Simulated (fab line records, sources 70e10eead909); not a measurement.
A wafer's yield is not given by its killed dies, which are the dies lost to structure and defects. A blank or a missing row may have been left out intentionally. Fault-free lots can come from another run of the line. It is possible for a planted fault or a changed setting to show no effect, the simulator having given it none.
Matching of chambers | flow nand harc | NHARC_P_M1_STRIP_18 on rie diel-04 has 4 sister chambers
The step strips in N2/H2. 14 wafers are shown with their chamber, then 7 later ones without.

WAFERS, EACH WITH ITS CHAMBER
wafer  | chamber | oes product au (a.u.) | rf vpp V (V) | throttle valve pct (%)
L074.2 | 3       | 1.010                 | 89.8         | 14.155
L074.5 | 2       | 0.988                 | 91.9         | 14.172
L074.6 | 1       | 0.992                 | 88.7         | 14.182
L081.2 | 0       | 0.990                 | 91.4         | 14.160
L081.3 | 3       | 1.005                 | 91.1         | 14.162
L081.5 | 2       | 0.992                 | 92.4         | 14.185
L082.1 | 1       | 0.995                 | 90.5         | 14.170
L082.4 | 1       | 0.999                 | 90.5         | 14.165
L082.6 | 3       | 0.996                 | 90.2         | 14.178
L083.1 | 0       | 0.993                 | 88.6         | 14.170
L083.5 | 1       | 1.006                 | 91.6         | 14.150
L083.6 | 0       | 0.984                 | 87.9         | 14.166
L084.1 | 3       | 1.009                 | 90.5         | 14.185
L084.3 | 0       | 0.987                 | 90.3         | 14.196

SIGNATURES (averages over the wafers above)
reading            | chamber 0 | chamber 1 | chamber 2 | chamber 3 | scatter within a chamber
oes product au     | 0.98850   | 0.99800   | 0.99000   | 1.00500   | 0.00534
rf vpp V           | 89.550    | 90.325    | 92.150    | 90.400    | 1.14
throttle valve pct | 14.17300  | 14.16675  | 14.17850  | 14.17000  | 0.0139
Rule: for each reading, subtract the chamber's mean from the wafer's reading, divide by that reading's scatter and square the result; add these up over the readings and take the root, which gives the wafer's distance from the chamber. The wafer belongs to the nearest chamber; if the next one is less than 2 further off, it can't be placed. The scatter: take each reading less its chamber's mean, square it, sum over the shown wafers, divide by the number of wafers less the number of chambers, and take the root.

WAFERS WHOSE CHAMBER IS MISSING
wafer  | oes product au (a.u.) | rf vpp V (V) | throttle valve pct (%)
L084.5 | 1.012                 | 90.9         | 14.173
L091.1 | 1.000                 | 89.5         | 14.181
L091.4 | 0.991                 | 90.9         | 14.182
L091.5 | 0.998                 | 90.6         | 14.178
L094.4 | 0.969                 | 89.8         | 14.180
L094.5 | 0.987                 | 91.5         | 14.167
L094.6 | 0.994                 | 89.9         | 14.174

EACH ONE'S CHAMBER
wafer  | from the rows above               | in truth
L084.5 | can't be placed: 3 or 1           | 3
L091.1 | can't be placed: 1 or 3 or 0 or 2 | 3
L091.4 | can't be placed: 2 or 0 or 1 or 3 | 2
L091.5 | can't be placed: 1 or 3 or 2 or 0 | 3
L094.4 | can't be placed: 0 or 2 or 1      | 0
L094.5 | can't be placed: 2 or 0 or 1      | 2
L094.6 | can't be placed: 1 or 0 or 3 or 2 | 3
0 of 7 placed correctly. Not placeable from these rows: 7 (in 7, the candidates include the true chamber). Wrongly placed: 0.
